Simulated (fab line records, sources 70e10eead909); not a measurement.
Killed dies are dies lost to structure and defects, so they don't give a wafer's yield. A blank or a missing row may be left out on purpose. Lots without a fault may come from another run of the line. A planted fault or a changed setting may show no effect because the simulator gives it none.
A struck lot beside a sound one | flow nand_harc | 13 steps out of a route of 1302
Sound: wafers L794.4, L794.5, L794.6. Struck: wafer L788.4. (L788.2, L788.3 of the same lot were not struck and are left out.) The cause comes at the end.
At each step with rows: each side's tool, then ch and its chambers, then its first start. Under that, the readings that differ: sound wafers | struck wafers | difference of the means | sigmas: that difference in standard deviations of wafers without a fault.
alike: readings whose means differ by less than 2 such deviations, and words and numbers that are the same on both sides. not compared: withheld readings, readings that some wafer has no value for, bounds like >300 that may hide the same value, and numbers for which the record gives no deviation and whose values overlap.
The two part at a step that has a row with sigmas, a row that says differs or no value, or rows on one side only. Numbers that don't overlap but have no deviation are shown without sigmas and don't part them. A reading that every wafer of one side lacks parts them only if that side has two wafers or more.

first, 1 step without rows for these wafers: NHARC_A_CHANNEL_FILL_D2_ALD_15 (deposits SiNx, target thk 2 nm, pulse time 60 s, ald cycles 19).
NHARC_A_CHANNEL_FILL_D2_ALD_16: deposits SiO2, target thk 1.5 nm, pulse time 10 s, ald cycles 15.
  sound on ald_hk-02 ch 0,1,2, day 21 17:10; struck on ald_hk-02 ch 1, day 18 21:40
  alike: heater_power_w, precursor_pulse_height_rel
  not compared: ald_cycles
then, 2 steps without rows for these wafers: NHARC_A_CHANNEL_FILL_D2_ANNEAL_17 (time 1800 s); NHARC_A_CHANNEL_FILL_D2_CVD_18 (deposits poly-Si, target thk 3 nm).
NHARC_A_CHANNEL_FILL_D2_ETCHBACK_19: etches the open film in HBr/Cl2, target depth 5 nm, time 1.7 s.
  sound on rie_si-06 ch 0,1,3, day 22 04:59; struck on rie_si-03 ch 2, day 19 10:13
  alike: drypump_motor_current_A, he_backside_leak_sccm, oes_product_au, throttle_valve_pct
  not compared: rf_hours_counter_h
NHARC_A_CHANNEL_FILL_D2_ETCHBACK_20: etches the open film in C4F8/O2/Ar, target depth 27 nm, time 13.5 s.
  sound on rie_diel-04 ch 1,2,3, day 22 05:07; struck on rie_diel-03 ch 1, day 19 10:19
  reading                | sound | struck | difference                   | sigmas
  rf_hours_counter_h (h) | - - - | 20     | no value on the sound wafers |
  alike: oes_product_au, rf_vpp_V
NHARC_A_CHANNEL_FILL_D2_STRIP_28: strips in O2, time 20 s.
  sound on rie_diel-04 ch 1,2,3, day 22 05:13; struck on rie_diel-03 ch 1, day 19 10:25
  reading                | sound | struck | difference                   | sigmas
  rf_hours_counter_h (h) | - - - | 20     | no value on the sound wafers |
  alike: drypump_motor_current_A, mfc_ar_sccm, oes_product_au, rf_vpp_V, showerhead_plenum_p_Torr, throttle_valve_pct
then, 4 steps without rows for these wafers: NHARC_A_CHANNEL_FILL_D2_PRECLEAN_21 (cleans in dHF, time 30 s); NHARC_A_CHANNEL_FILL_D2_SRD_23; NHARC_A_CHANNEL_FILL_D2_CVD_05 (deposits poly-Si, target thk 5 nm); NHARC_A_CHANNEL_FILL_D2_ANNEAL_22 (time 7200 s).
NHARC_A_CHANNEL_FILL_D2_ALD_25: deposits SiOx, target thk 60 nm, pulse time 10 s, ald cycles 600.
  sound on ald_hk-02 ch 0,2,3, day 22 17:39; struck on ald_hk-04 ch 1, day 19 22:47
  reading    | sound       | struck | difference | sigmas
  ald_cycles | 600 600 600 | 426    | -174       |
  alike: heater_power_w, precursor_pulse_height_rel
NHARC_A_CHANNEL_FILL_D2_ETCHBACK_08: etches the open film in C4F8, target depth 220 nm, time 110 s.
  sound on rie_diel-04 ch 1,2,3; struck on rie_diel-04 ch 3
  reading               | sound          | struck | difference | sigmas
  oes_product_au (a.u.) | 0.94 0.93 0.92 | 1.01   | +0.08      | +2
  alike: rf_vpp_V
  not compared: rf_hours_counter_h

WHERE THEY PART
First at NHARC_A_CHANNEL_FILL_D2_ETCHBACK_20; last, within this record, at NHARC_A_CHANNEL_FILL_D2_ETCHBACK_08.

WHY: what the simulator had put in
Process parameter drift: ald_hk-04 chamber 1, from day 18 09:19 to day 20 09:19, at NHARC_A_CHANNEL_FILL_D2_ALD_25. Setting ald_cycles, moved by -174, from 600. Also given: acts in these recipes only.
